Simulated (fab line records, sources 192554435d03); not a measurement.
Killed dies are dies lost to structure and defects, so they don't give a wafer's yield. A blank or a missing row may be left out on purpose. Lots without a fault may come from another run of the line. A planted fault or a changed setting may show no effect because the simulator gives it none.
fab line records | flow n5_finfet
record lots=5 wafers=15 last_day=17
route steps=1938 shown DUMMY_GATE@246 SPACER0@258 SD_EPI_N@262
lots that met no fault: from a run of the same line without faults
start_h: hours from the record's first day to the start of the lot's first wafer shown | wait_h: hours since the lot's step before | " the same as in the row above | L1.1+2: a row that stands for several wafers | - no value, or no start given | * or withheld: withheld | < > ~ a bound
route shown NAME@n: a module of which the file shows steps, and the number in the route of the first | usual: mean/standard deviation of fault-free wafers | same: alike in all rows | chamber/n: place in a boat | sites: the reading at each site | _std_site: their standard deviation | _edge_site: outer sites' mean less inner sites' | radius_mm: how far each site lies from the wafer's centre | mask NAME#n: copy n | behind: the tool/chamber that last shaped the wafer | hold: why the lot was held/for how many hours/how that ended | device: the transistor (n, p or np) that didn't switch | end of line: the same wafers' tests at the end of the route | a step without rows: its recipe alone | killed: dies lost to structure and defects at the first sort, not the wafer's yield | map: a wafer's dies, x killed, . not, _ none there
set.NAME: the setting as run; set.NAME@STEP: as run at that earlier step | model.NAME: the simulator's own value behind a step, which no gauge read
lots at some steps of the route; a table a step, a row a wafer
services: from which hour (start_h, from the record's first day; less than 0 if before it) a tool's chamber was out of use, for how many hours, and why
## steps
# step N5_DUMMY_GATE_ETCH_32
# recipe chemistry=CF4 target=SiO2 target_depth_a=35 time_s=3.9 ion_energy_ev=350 pressure_mtorr=10 icp_w=800 bias_w=400 cf4_flow_sccm=80
# usual drypump_motor_current_A=5.4/0.56 oes_product_au=0.999/0.017 throttle_valve_pct=21.85/0.26
# columns lot.wafer tool chamber start_h wait_h drypump_motor_current_A oes_product_au rf_hours_counter_h throttle_valve_pct
L084.3 rie_si-03 2 110.59 0.1 6.2 1.024 127 22.16
L084.4 " 0 " " 5.0 0.989 43 21.60
L084.6 " 1 " " 5.8 0.977 - 21.35
L085.3 rie_si-03 1 120.66 0.1 5.8 0.980 30 21.37
L085.4 " 3 " " 5.9 1.017 157 21.91
L085.5 " 3 " " 5.9 1.011 - 21.92
L089.3 rie_si-03 3 138.11 0.1 5.9 1.016 158 21.92
L089.4 " 2 " " 6.2 1.028 128 22.16
L089.6 " 3 " " 5.9 1.025 - 21.91
L090.2 rie_si-04 0 142.00 0.1 6.3 0.992 2 21.43
L090.3 " 2 " " 5.1 1.021 150 21.78
L090.6 " 2 " " 5.1 1.017 - 21.77
L093.1 rie_si-03 2 160.03 0.1 6.2 1.032 128 22.18
L093.2 " 1 " " 5.7 0.970 30 21.34
L093.4 " 1 " " 5.7 0.975 - 21.36
# step N5_DUMMY_GATE_ETCH_23
# recipe chemistry=HBr/Cl2/O2 HBr_flow_sccm=150 Cl2_flow_sccm=80 O2_flow_sccm=12 bias_w=102 target_depth_a=410 time_s=22.3 target=poly-Si mask_material=SiO2 pressure_mtorr=10 icp_w=800
# usual drypump_motor_current_A=5.5/0.56 oes_product_au=0.998/0.018 throttle_valve_pct=37.3/0.31
# columns lot.wafer tool chamber start_h wait_h drypump_motor_current_A oes_product_au rf_hours_counter_h throttle_valve_pct
L084.3 rie_si-03 2 110.62 0.0 6.2 1.028 127 37.5
L084.4 " 0 " " 5.0 0.972 43 37.0
L084.6 " 1 " " 5.7 0.962 - 36.7
L085.3 rie_si-03 1 120.69 0.0 5.8 0.983 30 36.7
L085.4 " 3 " " 5.8 1.024 157 37.3
L085.5 " 3 " " 5.8 1.016 - 37.3
L089.3 rie_si-03 3 138.15 0.0 5.9 1.009 158 37.3
L089.4 " 2 " " 6.2 1.037 128 37.5
L089.6 " 3 " " 5.8 1.017 - 37.3
L090.2 rie_si-04 0 142.04 0.0 6.3 0.981 2 36.8
L090.3 " 2 " " 5.1 1.019 150 37.1
L090.6 " 2 " " 5.1 1.020 - 37.1
L093.1 rie_si-03 2 160.06 0.0 6.2 1.038 128 37.5
L093.2 " 1 " " 5.7 0.978 30 36.8
L093.4 " 1 " " 5.8 0.976 - 36.7
# step N5_DUMMY_GATE_ETCH_44
# recipe chemistry=HBr/O2 over_etch_frac=0.7 target_depth_a=1275 stop_on=SiO2 ion_energy_ev=60 bias_w=20 target=poly-Si mask_material=SiO2 pressure_mtorr=20 icp_w=400 HBr_flow_sccm=120 O2_flow_sccm=10
# usual drypump_motor_current_A=5.5/0.56 oes_product_au=0.724/0.013 throttle_valve_pct=18.59/0.23
# columns lot.wafer tool chamber start_h wait_h drypump_motor_current_A oes_product_au rf_hours_counter_h throttle_valve_pct
L084.3 rie_si-03 2 110.68 0.0 6.2 0.753 127 18.83
L084.4 " 0 " " 5.0 0.718 43 18.42
L084.6 " 1 " " 5.8 0.719 - 18.17
L085.3 rie_si-03 1 120.75 0.0 5.8 0.714 30 18.18
L085.4 " 3 " " 5.9 0.731 157 18.56
L085.5 " 3 " " 5.9 0.730 - 18.54
L089.3 rie_si-03 3 138.20 0.0 5.9 0.723 158 18.56
L089.4 " 2 " " 6.2 0.751 128 18.85
L089.6 " 3 " " 5.8 0.721 - 18.55
L090.2 rie_si-04 0 142.09 0.0 6.3 0.708 2 18.16
L090.3 " 2 " " 5.2 0.723 150 18.48
L090.6 " 2 " " 5.2 0.725 - 18.48
L093.1 rie_si-03 2 160.12 0.0 6.2 0.755 128 18.85
L093.2 " 1 " " 5.8 0.718 30 18.19
L093.4 " 1 " " 5.7 0.701 - 18.18
# step N5_DUMMY_GATE_CD_MEAS_24
# recipe target_cd_nm=15
# usual cd_nm=15.1/0.35
# columns lot.wafer tool chamber start_h wait_h cd_nm
L084.3 cd_sem-03 - 110.80 0.1 14.7
L084.4 " - " " 14.9
L084.6 " - " " 14.7
L085.3 cd_sem-03 - 120.86 0.1 14.7
L085.4 " - " " 14.9
L085.5 " - " " 15.1
L089.3 cd_sem-03 - 138.32 0.1 15.4
L089.4 " - " " 15.2
L089.6 " - " " 15.7
L090.2 cd_sem-02 - 142.21 0.1 14.8
L090.3 " - " " 14.4
L090.6 " - " " 14.8
L093.1 cd_sem-01 - 160.23 0.1 15.4
L093.2 " - " " 15.1
L093.4 " - " " 15.4
# step N5_DUMMY_GATE_ETCH_42
# recipe chemistry=CHF3/O2 target=SiO2 target_depth_a=35 time_s=31 ion_energy_ev=30 bias_w=12 pressure_mtorr=30 source_w=600 Ar_flow_sccm=200 CHF3_flow_sccm=50 O2_flow_sccm=5
# usual drypump_motor_current_A=5.52/0.28 mfc_ar_sccm=200.1/0.58 oes_product_au=0.78/0.064 rf_vpp_V=42.8/0.93 showerhead_plenum_p_Torr=2.40/0.075 throttle_valve_pct=18.75/0.25
# columns lot.wafer tool chamber start_h wait_h drypump_motor_current_A mfc_ar_sccm oes_product_au rf_hours_counter_h rf_vpp_V showerhead_plenum_p_Torr throttle_valve_pct
L084.3 rie_diel-06 0 110.84 0.0 5.46 200.1 0.91 32 43.0 2.45 18.40
L084.4 " 2 " " 5.97 199.5 0.81 87 43.5 2.52 18.45
L084.6 " 1 " " 5.97 201.0 0.94 - 42.6 2.47 18.45
L085.3 rie_diel-01 3 120.91 0.0 5.68 200.5 0.79 112 41.4 2.34 18.48
L085.4 " 0 " " 5.08 199.4 0.84 59 41.9 2.45 18.92
L085.5 " 3 " " 5.65 200.4 0.79 - 42.4 2.34 18.50
L089.3 rie_diel-01 2 138.38 0.1 5.68 200.4 0.72 200 42.9 2.39 18.93
L089.4 " 3 " " 5.69 200.0 0.78 118 40.2 2.34 18.49
L089.6 " 1 " " 5.58 199.6 0.72 - 42.2 2.48 18.80
L090.2 rie_diel-03 0 142.25 0.0 5.56 200.4 0.73 187 42.3 2.40 18.65
L090.3 " 2 " " 5.32 199.3 0.74 159 43.0 2.42 19.28
L090.6 " 0 " " 5.59 200.4 0.73 - 41.3 2.40 18.64
L093.1 rie_diel-06 0 160.28 0.0 5.47 200.6 0.89 47 43.7 2.45 18.44
L093.2 " 3 " " 5.08 200.5 0.72 208 43.2 2.29 18.78
L093.4 " 2 " " 5.93 200.4 0.80 100 42.1 2.52 18.44
# step N5_DUMMY_GATE_STRIP_48
# recipe chemistry=N2/H2 time_s=20 power_w=100 temp_c=40 pressure_mtorr=100 rf_frequency_hz=6e+07 bias_power_w=3 n2_flow_sccm=300 h2_flow_sccm=300
# usual drypump_motor_current_A=5.53/0.28 h2_flow_sccm=300.0/0.84 oes_product_au=0.78/0.065 rf_vpp_V=45.5/0.83 showerhead_plenum_p_Torr=3.37/0.11 throttle_valve_pct=12.21/0.25
# columns lot.wafer tool chamber start_h wait_h drypump_motor_current_A h2_flow_sccm oes_product_au rf_hours_counter_h rf_vpp_V showerhead_plenum_p_Torr throttle_valve_pct
L084.3 rie_diel-06 0 110.89 0.0 5.47 299.3 0.92 32 46.6 3.44 11.79
L084.4 " 2 " " 5.97 301.9 0.81 87 45.8 3.56 12.08
L084.6 " 1 " " 5.98 297.7 0.96 - 44.1 3.45 11.86
L085.3 rie_diel-01 3 120.95 0.0 5.68 299.3 0.78 112 45.2 3.28 12.04
L085.4 " 0 " " 5.09 299.2 0.84 59 45.3 3.42 12.17
L085.5 " 3 " " 5.68 298.9 0.79 - 43.6 3.28 12.02
L089.3 rie_diel-01 2 138.43 0.0 5.67 299.9 0.74 200 45.5 3.36 12.43
L089.4 " 3 " " 5.68 298.7 0.78 118 44.8 3.28 12.05
L089.6 " 1 " " 5.63 299.8 0.73 - 46.1 3.50 12.37
L090.2 rie_diel-03 0 142.30 0.0 5.60 299.4 0.74 187 44.4 3.35 12.06
L090.3 " 2 " " 5.35 299.8 0.74 159 46.3 3.37 12.64
L090.6 " 0 " " 5.59 298.3 0.73 - 46.2 3.35 12.08
L093.1 rie_diel-06 0 160.33 0.0 5.47 300.4 0.90 47 46.0 3.43 11.82
L093.2 " 3 " " 5.07 301.2 0.72 208 45.2 3.22 12.37
L093.4 " 2 " " 5.97 298.6 0.80 100 44.9 3.55 12.13
# step N5_DUMMY_GATE_PRECLEAN_33
# recipe chemistry=dHF time_s=10 dilution=750:1 temp_c=25
# columns lot.wafer tool chamber start_h wait_h
L084.3+4+6 wet_bench-04 5,4,3 110.97 0.1
L085.3+4+5 wet_bench-03 2,4,6 121.04 0.1
L089.3+4+6 wet_bench-02 7,0,1 138.51 0.1
L090.2+3+6 wet_bench-04 0,7,2 142.38 0.1
L093.1+2+4 wet_bench-02 1,3,4 160.41 0.1
# step N5_DUMMY_GATE_PRECLEAN_25
# recipe chemistry=O3/DIW time_s=45 temp_c=22 o3_ppm=10
# columns lot.wafer tool chamber start_h wait_h
L084.3+4+6 wet_bench-04 5,4,3 110.98 0.0
L085.3+4+5 wet_bench-03 2,4,6 121.04 0.0
L089.3+4+6 wet_bench-02 7,0,1 138.52 0.0
L090.2+3+6 wet_bench-04 0,7,2 142.39 0.0
L093.1+2+4 wet_bench-02 1,3,4 160.41 0.0
# step N5_DUMMY_GATE_PRECLEAN_51
# recipe chemistry=SC2 time_s=45 temp_c=35 mix=1:1:50
# columns lot.wafer tool chamber start_h wait_h
L084.3+4+6 wet_bench-04 5,4,3 110.99 0.0
L085.3+4+5 wet_bench-03 2,4,6 121.05 0.0
L089.3+4+6 wet_bench-02 7,0,1 138.53 0.0
L090.2+3+6 wet_bench-04 0,7,2 142.40 0.0
L093.1+2+4 wet_bench-02 1,3,4 160.43 0.0
# step N5_DUMMY_GATE_SRD_26
# recipe dry=ipa_marangoni time_s=30 temp_c=23 rinse_liquid=diw
# columns lot.wafer tool chamber start_h wait_h
L084.3+4+6 wet_bench-04 5,4,3 111.00 0.0
L085.3+4+5 wet_bench-03 2,4,6 121.07 0.0
L089.3+4+6 wet_bench-02 7,0,1 138.54 0.0
L090.2+3+6 wet_bench-04 0,7,2 142.41 0.0
L093.1+2+4 wet_bench-02 1,3,4 160.44 0.0
# step N5_DUMMY_GATE_UV_OZONE_45
# recipe time_s=120 pressure_torr=760 temp_c=25
# usual pressure_torr=760.1/1.6
# columns lot.wafer tool chamber start_h wait_h pressure_torr
L084.3 wet_bench-04 5 111.02 0.0 758.6
L084.4 " 4 " " 760.8
L084.6 " 3 " " 761.8
L085.3 wet_bench-03 2 121.08 0.0 761.0
L085.4 " 4 " " 760.9
L085.5 " 6 " " 761.0
L089.3 wet_bench-02 7 138.56 0.0 760.5
L089.4 " 0 " " 760.7
L089.6 " 1 " " 763.2
L090.2 wet_bench-04 0 142.43 0.0 765.1
L090.3 " 7 " " 761.9
L090.6 " 2 " " 759.9
L093.1 wet_bench-02 1 160.46 0.0 760.3
L093.2 " 3 " " 759.4
L093.4 " 4 " " 761.1
# step N5_DUMMY_GATE_INSPECT_27
# recipe inspect_instrument=brightfield mode=aei
# usual raw_defect_count=297/71
# columns lot.wafer tool chamber start_h wait_h raw_defect_count
L084.3 defect_inspect-02 - 111.08 0.0 219
L084.4 " - " " 430
L084.6 " - " " 215
L085.3 defect_inspect-02 - 121.14 0.0 230
L085.4 " - " " 209
L085.5 " - " " 263
L089.3 defect_inspect-01 - 138.62 0.0 173
L089.4 " - " " 354
L089.6 " - " " 438
L090.2 defect_inspect-01 - 142.49 0.0 341
L090.3 " - " " 206
L090.6 " - " " 198
L093.1 defect_inspect-02 - 160.51 0.0 323
L093.2 " - " " 299
L093.4 " - " " 239
# step N5_SPACER0_ALD_07
# recipe material=SiNx target_thk_a=20 temp_c=400 ald_precursor_family=SiH2I2 ald_co_reactant=N2/H2-plasma pressure_torr=2
# usual heater_power_outer_w=534/67 heater_power_w=857/110 susceptor_temp_C=400.03/0.21
# columns lot.wafer tool chamber start_h wait_h heater_power_outer_w heater_power_w susceptor_temp_C
L084.3 ald_sin-02 0 111.12 0.0 453 723 400.15
L084.4 " 3 " " 616 937 400.20
L084.6 " 0 " " 450 748 400.19
L085.3 ald_sin-03 3 121.27 0.1 620 1066 399.88
L085.4 " 2 " " 576 932 400.03
L085.5 " 1 " " 392 703 399.81
L089.3 ald_sin-01 0 138.65 0.0 525 774 400.04
L089.4 " 3 " " 501 771 399.86
L089.6 " 1 " " 556 941 400.02
L090.2 ald_sin-02 1 142.71 0.2 528 871 400.16
L090.3 " 0 " " 454 712 399.62
L090.6 " 0 " " 446 734 399.71
L093.1 ald_sin-02 2 160.55 0.0 633 1000 399.89
L093.2 " 3 " " 603 1001 400.14
L093.4 " 1 " " 515 865 399.93
# step N5_SPACER0_ALD_00
# recipe material=SiOCN target_thk_a=35 temp_c=400 ald_precursor_family=alkyl-aminosilane ald_co_reactant=O2/N2-plasma pulse_time_s=3 purge_time_s=2 co_reactant_purge_time_s=2 ald_cycles=58 pressure_torr=2
# usual heater_power_outer_w=534/66 heater_power_w=856/100 precursor_pulse_height_rel=1.001/0.019 susceptor_temp_C=400.03/0.24
# columns lot.wafer tool chamber start_h wait_h heater_power_outer_w heater_power_w precursor_pulse_height_rel susceptor_temp_C
L084.3 ald_sin-02 0 111.27 0.1 448 742 1.021 399.64
L084.4 " 3 " " 621 969 1.024 400.18
L084.6 " 0 " " 438 740 1.003 400.08
L085.3 ald_sin-03 3 121.42 0.1 611 1028 0.988 399.90
L085.4 " 2 " " 587 916 1.006 400.03
L085.5 " 1 " " 383 704 1.011 400.01
L089.3 ald_sin-01 0 138.80 0.1 529 746 0.986 400.27
L089.4 " 3 " " 510 785 1.006 399.73
L089.6 " 1 " " 543 910 0.992 400.01
L090.2 ald_sin-02 1 142.86 0.1 527 869 0.990 400.20
L090.3 " 0 " " 446 745 1.022 399.62
L090.6 " 0 " " 461 771 0.972 399.86
L093.1 ald_sin-02 2 160.70 0.1 637 978 1.001 399.80
L093.2 " 3 " " 616 1003 1.005 399.75
L093.4 " 1 " " 515 870 1.027 399.98
# step N5_SPACER0_ALD_08
# recipe material=SiNx target_thk_a=20 temp_c=400 ald_precursor_family=SiH2I2 ald_co_reactant=N2/H2-plasma pressure_torr=2
# usual heater_power_outer_w=534/67 heater_power_w=855/100 susceptor_temp_C=399.99/0.23
# columns lot.wafer tool chamber start_h wait_h heater_power_outer_w heater_power_w susceptor_temp_C
L084.3 ald_sin-02 0 111.53 0.1 448 754 400.09
L084.4 " 3 " " 608 986 399.96
L084.6 " 0 " " 443 742 400.01
L085.3 ald_sin-03 3 121.68 0.1 614 1018 399.70
L085.4 " 2 " " 584 930 400.01
L085.5 " 1 " " 385 688 399.78
L089.3 ald_sin-01 0 139.06 0.1 513 742 399.79
L089.4 " 3 " " 510 788 399.53
L089.6 " 1 " " 544 938 399.97
L090.2 ald_sin-02 1 143.12 0.1 528 866 400.11
L090.3 " 0 " " 452 746 400.03
L090.6 " 0 " " 441 735 400.29
L093.1 ald_sin-02 2 160.96 0.1 623 973 399.93
L093.2 " 3 " " 625 965 400.02
L093.4 " 1 " " 516 883 399.54
# step N5_SPACER0_INSPECT_04
# recipe inspect_instrument=darkfield mode=post_dep
# usual raw_defect_count=136/28
# columns lot.wafer tool chamber start_h wait_h raw_defect_count
L084.3 defect_inspect-02 - 111.69 0.1 129
L084.4 " - " " 202
L084.6 " - " " 89
L085.3 defect_inspect-01 - 121.84 0.1 83
L085.4 " - " " 74
L085.5 " - " " 109
L089.3 defect_inspect-02 - 139.22 0.1 105
L089.4 " - " " 150
L089.6 " - " " 188
L090.2 defect_inspect-01 - 143.28 0.1 159
L090.3 " - " " 140
L090.6 " - " " 96
L093.1 defect_inspect-01 - 161.12 0.1 145
L093.2 " - " " 116
L093.4 " - " " 132
# step N5_SD_EPI_N_COAT_32
# recipe resist=SOC temp_c=250 time_s=60 spin_rpm=1500 resist_thk_nm=350
# usual heater_power_total_W=500.3/1.8
# columns lot.wafer tool chamber start_h wait_h heater_power_total_W
L084.3 litho_track-05 0 111.72 0.0 502.6
L084.4 " 0 " " 502.5
L084.6 " 0 " " 502.2
L085.3 litho_track-05 0 121.87 0.0 499.6
L085.4 " 0 " " 501.2
L085.5 " 0 " " 498.7
L089.3 litho_track-05 0 139.25 0.0 502.9
L089.4 " 0 " " 499.1
L089.6 " 0 " " 497.4
L090.2 litho_track-05 0 143.31 0.0 502.3
L090.3 " 0 " " 502.6
L090.6 " 0 " " 498.8
L093.1 litho_track-05 0 161.15 0.0 497.4
L093.2 " 0 " " 501.1
L093.4 " 0 " " 499.7
# step N5_SD_EPI_N_COAT_33
# recipe resist=SiARC temp_c=220 time_s=60 spin_rpm=1500 resist_thk_nm=35
# usual heater_power_total_W=427.4/2
# columns lot.wafer tool chamber start_h wait_h heater_power_total_W
L084.3 litho_track-05 0 - - 429.8
L084.4 " 0 " " 429.6
L084.6 " 0 " " 426.4
L085.3 litho_track-05 0 - - 430.7
L085.4 " 0 " " 425.3
L085.5 " 0 " " 425.6
L089.3 litho_track-05 0 - - 426.8
L089.4 " 0 " " 425.0
L089.6 " 0 " " 426.6
L090.2 litho_track-05 0 - - 429.7
L090.3 " 0 " " 429.7
L090.6 " 0 " " 429.9
L093.1 litho_track-05 0 - - 427.8
L093.2 " 0 " " 427.2
L093.4 " 0 " " 429.5
# step N5_SD_EPI_N_COAT_03
# recipe resist=CAR-ArF-block spin_rpm=1500 resist_thk_nm=150
# columns lot.wafer tool chamber start_h wait_h
L084.3+4+6 litho_track-05 0 - -
L085.3+4+5 litho_track-05 0 - -
L089.3+4+6 litho_track-05 0 - -
L090.2+3+6 litho_track-05 0 - -
L093.1+2+4 litho_track-05 0 - -
# step N5_SD_EPI_N_EBR_05
# recipe solvent=PGMEA ebr_width_mm=1.5
# columns lot.wafer tool chamber start_h wait_h
L084.3+4+6 litho_track-05 0 - -
L085.3+4+5 litho_track-05 0 - -
L089.3+4+6 litho_track-05 0 - -
L090.2+3+6 litho_track-05 0 - -
L093.1+2+4 litho_track-05 0 - -
# step N5_SD_EPI_N_SOFTBAKE_04
# recipe temp_c=110 time_s=60 resist=CAR-ArF-block
# usual heater_power_total_W=175.5/1.6
# columns lot.wafer tool chamber start_h wait_h heater_power_total_W
L084.3 litho_track-05 0 - - 174.9
L084.4 " 0 " " 173.6
L084.6 " 0 " " 175.1
L085.3 litho_track-05 0 - - 176.0
L085.4 " 0 " " 175.7
L085.5 " 0 " " 176.3
L089.3 litho_track-05 0 - - 176.4
L089.4 " 0 " " 176.7
L089.6 " 0 " " 175.9
L090.2 litho_track-05 0 - - 172.9
L090.3 " 0 " " 175.5
L090.6 " 0 " " 176.5
L093.1 litho_track-05 0 - - 176.0
L093.2 " 0 " " 175.9
L093.4 " 0 " " 173.5
# step N5_SD_EPI_N_EXPOSE_06
# recipe mask_id=SD_N_BLK na=1.35 source_shape=conventional sigma_outer=0.8 polarization=unpolarized target_cd_nm=120 dose_mj=39.75
# usual exposure_dose_mJ_cm2=39.74/0.041
# columns lot.wafer tool chamber start_h wait_h mask exposure_dose_mJ_cm2
L084.3 arfi_scanner-02 0 111.85 - SD_N_BLK#0 39.72
L084.4 " 0 " " SD_N_BLK#0 39.81
L084.6 " 0 " " SD_N_BLK#0 39.84
L085.3 arfi_scanner-03 0 122.12 - SD_N_BLK#0 39.72
L085.4 " 0 " " SD_N_BLK#0 39.75
L085.5 " 0 " " SD_N_BLK#0 39.72
L089.3 arfi_scanner-01 0 139.51 - SD_N_BLK#0 39.71
L089.4 " 0 " " SD_N_BLK#0 39.66
L089.6 " 0 " " SD_N_BLK#0 39.74
L090.2 arfi_scanner-01 0 143.43 - SD_N_BLK#0 39.78
L090.3 " 0 " " SD_N_BLK#0 39.77
L090.6 " 0 " " SD_N_BLK#0 39.79
L093.1 arfi_scanner-01 0 161.27 - SD_N_BLK#0 39.71
L093.2 " 0 " " SD_N_BLK#0 39.75
L093.4 " 0 " " SD_N_BLK#0 39.79
# step N5_SD_EPI_N_PEB_07
# recipe peb_temp_c=110 peb_time_s=60 resist=CAR-ArF-block
# usual heater_power_total_W=175.4/1.5
# columns lot.wafer tool chamber start_h wait_h heater_power_total_W
L084.3 litho_track-02 0 111.90 0.0 175.7
L084.4 " 0 " " 174.6
L084.6 " 0 " " 176.2
L085.3 litho_track-02 0 122.17 0.0 177.3
L085.4 " 0 " " 176.7
L085.5 " 0 " " 176.6
L089.3 litho_track-02 0 139.55 0.0 177.3
L089.4 " 0 " " 173.8
L089.6 " 0 " " 175.4
L090.2 litho_track-02 0 143.49 0.0 177.3
L090.3 " 0 " " 173.0
L090.6 " 0 " " 175.5
L093.1 litho_track-05 0 161.32 0.1 177.3
L093.2 " 0 " " 174.2
L093.4 " 0 " " 173.1
# step N5_SD_EPI_N_DEVELOP_08
# recipe develop_time_s=30 developer=TMAH resist=CAR-ArF-block dev_temp_c=23 rinse_liquid=diw dry=air_spin
# same develop_time_s=30
# columns lot.wafer tool chamber start_h wait_h
L084.3+4+6 litho_track-02 0 - -
L085.3+4+5 litho_track-02 0 - -
L089.3+4+6 litho_track-02 0 - -
L090.2+3+6 litho_track-02 0 - -
L093.1+2+4 litho_track-05 0 - -
# step N5_SD_EPI_N_CD_MEAS_09
# recipe target_cd_nm=120 landing_energy_ev=500 detector=se_inlens
# usual cd_nm=120.2/0.48
# columns lot.wafer tool chamber start_h wait_h cd_nm
L084.3 cd_sem-01 0 111.96 - 119.6
L084.4 " 0 " " 119.3
L084.6 " 0 " " 120.2
L085.3 cd_sem-01 0 122.24 - 120.5
L085.4 " 0 " " 119.7
L085.5 " 0 " " 120.6
L089.3 cd_sem-03 0 139.62 - 119.4
L089.4 " 0 " " 119.9
L089.6 " 0 " " 120.5
L090.2 cd_sem-01 0 143.55 - 119.6
L090.3 " 0 " " 120.5
L090.6 " 0 " " 120.1
L093.1 cd_sem-03 0 161.39 - 121.0
L093.2 " 0 " " 119.8
L093.4 " 0 " " 120.3
# step N5_SD_EPI_N_OVL_MEAS_10
# recipe points_per_wafer=44
# usual SD_N_BLK_OVL=-0.5/0.71
# columns lot.wafer tool chamber start_h wait_h SD_N_BLK_OVL[nm]
L084.3 overlay-01 0 111.99 0.0 0.5
L084.4 " 0 " " 0.7
L084.6 " 0 " " 1.1
L085.3 overlay-01 0 122.26 0.0 -0.2
L085.4 " 0 " " -0.2
L085.5 " 0 " " 0.9
L089.3 overlay-02 0 139.65 0.0 -0.2
L089.4 " 0 " " -1.7
L089.6 " 0 " " -0.4
L090.2 overlay-01 0 143.58 0.0 -1.5
L090.3 " 0 " " -2.0
L090.6 " 0 " " -0.7
L093.1 overlay-02 0 161.42 0.0 0.6
L093.2 " 0 " " -0.7
L093.4 " 0 " " -0.5
# step N5_SD_EPI_N_INSPECT_11
# recipe mode=adi inspect_instrument=macro
# usual raw_defect_count=2.1/1.5
# columns lot.wafer tool chamber start_h wait_h raw_defect_count
L084.3 defect_inspect-01 - 112.02 0.0 2
L084.4 " - " " 1
L084.6 " - " " 0
L085.3 defect_inspect-01 - 122.29 0.0 2
L085.4 " - " " 0
L085.5 " - " " 3
L089.3 defect_inspect-01 - 139.67 0.0 0
L089.4 " - " " 0
L089.6 " - " " 4
L090.2 defect_inspect-01 - 143.61 0.0 5
L090.3 " - " " 2
L090.6 " - " " 2
L093.1 defect_inspect-01 - 161.45 0.0 2
L093.2 " - " " 2
L093.4 " - " " 3
# step N5_SD_EPI_N_DESCUM_14
# recipe chemistry=O2 time_s=7.9 source_power_w=50 bias_power_w=20 pressure_mtorr=20 rf_frequency_hz=2.712e+07 temp_c=40 resist=CAR-ArF-block o2_flow_sccm=225
# usual drypump_motor_current_A=5.9/0.37 oes_product_au=0.80/0.086 rf_vpp_V=243.5/1.7 showerhead_plenum_p_Torr=2.12/0.099 throttle_valve_pct=20.33/0.16
# columns lot.wafer tool chamber start_h wait_h drypump_motor_current_A oes_product_au rf_hours_counter_h rf_vpp_V showerhead_plenum_p_Torr throttle_valve_pct
L084.3 rie_diel-04 2 112.05 0.0 6.1 0.91 33 242.3 2.04 20.46
L084.4 " 3 " " 6.0 0.75 177 243.4 2.09 20.31
L084.6 " 2 " " 6.1 0.90 - 242.3 2.04 20.49
L085.3 rie_diel-05 3 122.34 0.1 6.3 0.70 218 244.6 2.16 20.62
L085.4 " 3 " " 6.3 0.71 - 245.6 2.16 20.61
L085.5 " 1 " " 5.4 0.76 - 240.4 1.92 20.49
L089.3 rie_diel-05 3 139.77 0.1 6.3 0.71 225 243.8 2.16 20.63
L089.4 " 1 " " 5.4 0.76 126 239.8 1.92 20.48
L089.6 " 0 " " 5.5 0.76 - 246.2 2.18 20.22
L090.2 rie_diel-04 0 143.64 0.0 6.4 0.90 31 246.1 2.24 20.21
L090.3 " 2 " " 6.1 0.88 44 242.2 2.03 20.48
L090.6 " 0 " " 6.4 0.90 - 243.9 2.24 20.19
L093.1 rie_diel-05 3 161.48 0.0 6.3 0.70 232 244.7 2.16 20.64
L093.2 " 0 " " 5.5 0.75 159 246.3 2.18 20.23
L093.4 " 2 " " 5.8 0.93 7 246.4 2.24 20.26
# step N5_SD_EPI_N_ETCH_34
# recipe chemistry=CF4 target=SiARC target_depth_a=455 mask_material=CAR-ArF-block time_s=75.8 ion_energy_ev=80 pressure_mtorr=40 source_w=545 bias_w=36 Ar_flow_sccm=100 cf4_flow_sccm=100 ends=cleared
# usual drypump_motor_current_A=5.9/0.37 etch_rf_on_time_s=75.4/0.97 mfc_ar_sccm=100.0/0.32 oes_product_au=0.69/0.072 rf_vpp_V=184.5/1.4 showerhead_plenum_p_Torr=2.17/0.093 throttle_valve_pct=15.53/0.18
# columns lot.wafer tool chamber start_h wait_h drypump_motor_current_A etch_rf_on_time_s mfc_ar_sccm oes_product_au rf_hours_counter_h rf_vpp_V showerhead_plenum_p_Torr throttle_valve_pct
L084.3 rie_diel-04 2 112.08 0.0 6.1 75.1 100.2 0.77 33 182.6 2.10 15.69
L084.4 " 3 " " 6.0 74.8 100.3 0.64 177 182.5 2.12 15.48
L084.6 " 2 " " 6.1 75.2 99.8 0.77 - 183.4 2.10 15.68
L085.3 rie_diel-05 3 122.38 0.0 6.3 75.6 99.8 0.61 218 184.0 2.20 15.81
L085.4 " 3 " " 6.3 75.3 100.5 0.61 - 184.1 2.20 15.82
L085.5 " 1 " " 5.4 76.1 99.8 0.65 - 183.3 1.99 15.73
L089.3 rie_diel-05 3 139.81 0.0 6.3 75.5 99.8 0.60 225 185.9 2.20 15.83
L089.4 " 1 " " 5.4 76.1 100.3 0.66 126 183.4 1.99 15.74
L089.6 " 0 " " 5.5 75.9 100.1 0.66 - 184.4 2.22 15.44
L090.2 rie_diel-04 0 143.67 0.0 6.4 74.0 100.5 0.78 31 186.2 2.28 15.31
L090.3 " 2 " " 6.1 74.7 100.3 0.76 44 184.2 2.10 15.72
L090.6 " 0 " " 6.4 73.9 100.6 0.78 - 184.5 2.28 15.30
L093.1 rie_diel-05 3 161.51 0.0 6.3 75.6 100.0 0.60 232 184.6 2.20 15.83
L093.2 " 0 " " 5.6 76.1 100.3 0.65 159 185.2 2.22 15.44
L093.4 " 2 " " 5.8 76.5 100.0 0.79 7 188.2 2.28 15.43
## services
# columns tool chamber start_h hours kind
arfi_scanner-03 - 87.10 1.0 pm
arfi_scanner-03 - 89.95 4.9 pm
rie_diel-03 3 91.98 1.4 repair
arfi_scanner-01 - 92.21 0.4 repair
arfi_scanner-02 - 93.85 3.9 pm
wet_bench-02 - 93.98 1.9 pm
wet_bench-04 - 95.33 4.9 repair
rie_diel-05 2 108.52 - clean
rie_diel-05 2 108.52 - consumable_replace:focus_ring
arfi_scanner-01 - 108.54 24.0 pm
rie_diel-03 - 110.52 4.3 pm
rie_diel-03 0 122.22 3.0 repair
arfi_scanner-03 - 124.16 1.0 pm
rie_diel-03 0 125.87 9.6 repair
rie_si-04 2 129.46 6.7 repair
rie_diel-01 0 135.30 1.6 repair
ald_sin-03 2 138.47 10.7 repair
arfi_scanner-02 - 143.00 1.3 pm
rie_diel-06 2 146.56 6.0 repair
arfi_scanner-02 - 146.73 1.0 pm
arfi_scanner-02 - 147.73 1.0 pm
rie_diel-03 2 152.31 9.3 repair
arfi_scanner-01 - 154.54 0.4 repair
rie_si-03 3 157.76 38.0 repair
## key
fault none
